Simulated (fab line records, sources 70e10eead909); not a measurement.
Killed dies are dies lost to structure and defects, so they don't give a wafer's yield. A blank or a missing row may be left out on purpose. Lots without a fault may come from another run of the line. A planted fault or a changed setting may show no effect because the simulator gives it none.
Which tool did it? | flow nand_harc | 12 lots, 36 wafers sampled, at 1 step of a route of 1302

WHAT THE GAUGES READ, wafer by wafer
NHARC_A_DECK1_JOINT_THK_MEAS_17: measures by ellipsometry.
lot  | measured     | on            | thk_nm (nm)
L075 | day 12 22:01 | film_metro-02 | 43.9 42.6 43.8
L077 | day 13 13:48 | film_metro-02 | 44.3 46.3 44.3
L079 | day 14 16:02 | film_metro-02 | 44.2 45.8 46.4
L082 | day 15 18:28 | film_metro-02 | 43.5 45.3 45.3
L083 | day 16 09:55 | film_metro-01 | 45.9 42.0 45.5
L085 | day 16 17:59 | film_metro-01 | 45.7 45.4 45.8
L087 | day 18 07:57 | film_metro-01 | 44.6 46.0 43.6
L089 | day 18 23:27 | film_metro-01 | 44.0 45.6 44.8
L091 | day 19 18:05 | film_metro-01 | 44.8 45.8 48.1
L094 | day 20 22:23 | film_metro-01 | 44.0 46.4 45.1
L095 | day 21 05:29 | film_metro-02 | 47.3 45.1 45.7
L096 | day 21 19:04 | film_metro-02 | 48.2 46.5 47.7

WHICH TOOL RAN EACH LOT (tool, then ch and the chambers of the sampled wafers, then the start)
The record holds no process step before these readings.

THE ANSWER, worked out from the rows above alone
Rule: what is usual is taken from the lots themselves. Put in order of their means at a reading, lots are off if they are a third of the lots or fewer, leave a main group of 4 or more, and stand apart from it by a gap of 3 or more times the standard deviation of the main group's means; of several such gaps the widest counts. A main group whose means are all the same, to the digits that the tables above print for the reading, isn't used. A lot without any number at a reading at which 4 lots or more have one is off too. The other lots that the step has rows for count as sound.
No lot is off at any reading shown: from this, nothing can be told.

WHAT THE SIMULATOR HAD PUT IN
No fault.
